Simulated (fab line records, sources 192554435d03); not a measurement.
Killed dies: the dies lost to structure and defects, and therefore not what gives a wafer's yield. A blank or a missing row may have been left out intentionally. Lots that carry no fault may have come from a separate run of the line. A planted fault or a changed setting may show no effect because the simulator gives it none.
Chamber matching -- flow n5 finfet -- rie diel-05 running N5_BEOL_M0_ETCH_138: 4 sister chambers
The step etches SiCN in CH3F/O2, target depth 12 nm, time 31.6 s. 14 wafers are shown with their chamber, then 7 later ones without.

## EACH WAFER AND ITS CHAMBER
wafer,chamber,showerhead plenum p Torr (Torr),throttle valve pct (%),oes product au (a.u.)
L075.2,2,1.94,16.28,0.77
L075.3,1,1.94,16.19,0.80
L075.5,0,2.03,15.98,0.70
L080.2,2,1.94,16.30,0.77
L080.4,0,2.03,16.00,0.69
L080.5,3,2.05,16.52,0.58
L081.2,0,2.03,16.00,0.69
L081.5,2,1.94,16.29,0.76
L081.6,3,2.05,16.53,0.58
L083.4,0,2.03,16.00,0.68
L083.5,1,1.93,16.21,0.78
L083.6,0,2.03,16.00,0.69
L089.4,1,1.93,16.23,0.77
L089.5,2,1.94,16.35,0.74

SIGNATURES (means of the wafers above)
reading,chamber 0,chamber 1,chamber 2,chamber 3,scatter within a chamber
showerhead plenum p Torr,2.0300,1.9333,1.9400,2.0500,0.00258
throttle valve pct,15.9960,16.2100,16.3050,16.5250,0.0202
oes product au,0.6900,0.7833,0.7600,0.5800,0.0113
Rule: for a wafer and a chamber, the distance is found by dividing, reading by reading, the gap between the wafer's reading and the chamber's mean by the reading's scatter, squaring, summing and taking the root. If the next closest chamber is less than 2 further off than the closest, the wafer can't be placed; otherwise it belongs to the closest. How the scatter is found: for the shown wafers, subtract from each reading the mean of its chamber, square and add these, divide the total by (wafers less chambers), then take the root.

## WAFERS WHOSE CHAMBER IS MISSING
wafer,showerhead plenum p Torr (Torr),throttle valve pct (%),oes product au (a.u.)
L089.6,2.03,16.02,0.68
L093.1,1.93,16.27,0.74
L093.4,1.93,16.36,0.73
L093.6,1.93,16.24,0.74
L096.3,2.02,16.07,0.66
L096.4,2.04,16.16,0.77
L096.6,1.93,16.37,0.72

## THE CHAMBER EACH PASSED THROUGH
wafer,from the rows above,in truth
L089.6,0,0
L093.1,can't be placed: 2 or 1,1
L093.4,2,2
L093.6,can't be placed: 1 or 2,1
L096.3,0,0
L096.4,0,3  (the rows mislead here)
L096.6,2,2
4 of 7 placed correctly. From these rows, 2 cannot be placed; in 2 the true chamber is one of the candidates. Wrongly placed: 1.
